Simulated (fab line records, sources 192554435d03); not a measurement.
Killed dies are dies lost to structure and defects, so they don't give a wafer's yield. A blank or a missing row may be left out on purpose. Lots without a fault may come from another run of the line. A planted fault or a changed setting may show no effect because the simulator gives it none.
One fault seen from 2 desks | flow n5_finfet | each desk has only its own numbers; what lay behind them comes last

THE TOOL OWNER'S DESK: epi_rpcvd-03
The tool's own readings at N5_WELL_APT_EPI_41 (deposits Si from SiH4/H2, target thk 50 nm, time 297.7 s): means of the sampled wafers that have a number, for each lot that ran on this tool. A lot is out of limits, marked OUT, if its mean lies more than 4 standard deviations from the usual mean; the brackets give that distance.
Columns: A = chamber_pressure_Torr at N5_WELL_APT_EPI_41, usual 20.00 Torr; B = susceptor_temp_C_max at N5_WELL_APT_EPI_41, usual 651.7; C = throttle_valve_pct at N5_WELL_APT_EPI_41, usual 11.33 %
lot  | first seen here | A     | B     | C
L133 | day 2 04:06     | 19.97 | 652.4 | 11.45
L135 | day 2 16:34     | 20.05 | 651.8 | 11.55
L139 | day 3 16:29     | 20.06 | 651.7 | 11.42
L140 | day 3 23:03     | 19.97 | 652.2 | 11.27
L141 | day 4 04:17     | 20.05 | 651.7 | 11.29
L149 | day 6 04:24     | 20.00 | 652.0 | 11.37
L150 | day 6 10:02     | 20.02 | 651.8 | 11.29
L151 | day 6 15:55     | 19.98 | 652.2 | 11.30
This desk's finding: nothing out of limits on any of the 8 lots.

THE METROLOGY DESK
What the gauges read, lot by lot, whatever tool the lot ran on: means of the sampled wafers that have a number. A lot is out of limits, marked OUT, if its mean lies more than 4 standard deviations from the usual mean; the brackets give that distance. Of its 12 readings 7 are shown: those that lie furthest out on some lot.
Columns: A = CJ_N at N5_BEOL_M4_RC_MEAS_101, usual 4.39; B = DIBL_N at N5_BEOL_M4_RC_MEAS_101, usual 36.8 mV/V; C = IOFF_P at N5_BEOL_M4_RC_MEAS_101, usual 0.23 nA/um; D = ION_P at N5_BEOL_M4_RC_MEAS_101, usual 466 uA/um; E = RS_PWELL at N5_BEOL_M4_RC_MEAS_101, usual 3011 ohm/sq; F = SS_N at N5_BEOL_M4_RC_MEAS_101, usual 71.7 mV/dec; G = VT_P at N5_BEOL_M4_RC_MEAS_101, usual -249 mV
lot  | first seen here | A    | B    | C    | D   | E    | F    | G
L133 | day 8 01:04     | 4.32 | 37.6 | 0.30 | 478 | 3035 | 72.1 | -243
L132 | day 8 09:34     | 4.32 | 37.2 | 0.20 | 458 | 2997 | 71.1 | -253
L135 | day 9 08:22     | 4.24 | 34.5 | 0.17 | 450 | 3002 | 71.0 | -256
L138 | day 9 11:29     | 4.53 | 36.8 | 0.22 | 464 | 3036 | 72.2 | -248
L137 | day 9 13:09     | 4.56 | 37.4 | 0.21 | 466 | 3015 | 71.6 | -250
L139 | day 10 08:27    | 4.33 | 36.1 | 0.24 | 465 | 3004 | 71.2 | -251
L141 | day 10 14:43    | 4.62 | 40.4 | 0.31 | 475 | 3019 | 72.2 | -243
L140 | day 10 14:59    | 4.37 | 36.0 | 0.24 | 468 | 3009 | 71.9 | -246
L150 | day 12 20:40    | 4.00 | 36.6 | 0.21 | 466 | 2948 | 72.6 | -250
L149 | day 12 20:48    | 3.97 | 33.8 | 0.18 | 456 | 2970 | 70.4 | -252
L151 | day 13 05:25    | 4.01 | 38.1 | 0.28 | 473 | 2932 | 72.2 | -244
This desk's finding: nothing out of limits on any of the 11 lots.

PUT TOGETHER
The tool owner's desk saw nothing out of limits.
The metrology desk saw nothing out of limits.

WHAT THE SIMULATOR HAD PUT IN
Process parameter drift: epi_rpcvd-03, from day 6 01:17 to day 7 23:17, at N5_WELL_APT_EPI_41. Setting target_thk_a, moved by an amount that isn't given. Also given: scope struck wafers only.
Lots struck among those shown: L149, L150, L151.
